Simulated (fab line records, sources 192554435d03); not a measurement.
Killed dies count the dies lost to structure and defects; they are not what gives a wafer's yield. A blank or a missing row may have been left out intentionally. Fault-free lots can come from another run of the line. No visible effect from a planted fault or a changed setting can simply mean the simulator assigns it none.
Chamber matching | flow n5 finfet | 4 sister chambers for N5_GATE_CUT_ETCH_37 on rie diel-02
The step etches SOC in N2/H2, target depth 60 nm, overetch 12 nm, time 90 s. 4 wafers are shown with their chamber, then 12 later ones without.

WAFERS, EACH WITH ITS CHAMBER
wafer  | chamber | showerhead plenum p Torr (Torr)
L082.6 | 3       | 2.67
L083.5 | 0       | 2.52
L084.2 | 2       | 2.51
L084.5 | 1       | 2.43

WAFERS MISSING THEIR CHAMBER
wafer  | showerhead plenum p Torr (Torr)
L086.1 | 2.67
L086.4 | 2.43
L086.5 | 2.51
L087.1 | 2.51
L087.4 | 2.52
L087.5 | 2.51
L088.1 | 2.42
L088.3 | 2.66
L088.6 | 2.51
L093.1 | 2.51
L093.5 | 2.51
L093.6 | 2.66

EACH ONE'S CHAMBER
wafer  | from the rows above | in truth
L086.1 | 3                   | 3
L086.4 | 1                   | 1
L086.5 | 2                   | 2
L087.1 | 2                   | 2
L087.4 | 0                   | 0
L087.5 | 2                   | 2
L088.1 | 1                   | 1
L088.3 | 3                   | 3
L088.6 | 2                   | 2
L093.1 | 2                   | 2
L093.5 | 2                   | 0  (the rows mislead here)
L093.6 | 3                   | 3
11 of 12 placed correctly. Can't be placed from these rows: 0. Wrongly placed: 1.
How it was worked out, from the rows above alone: a wafer's distance from a chamber is the root of the sum, over the readings, of the square of ((its reading less the chamber's mean) divided by the reading's scatter). The wafer belongs to the nearest chamber; if the next one is less than 2 further off, it can't be placed. For every chamber, the mean is computed from those of its wafers that are shown. The scatter: with one shown wafer a chamber, the root of the mean of the squares of how far each hidden wafer lies from its nearest shown one.
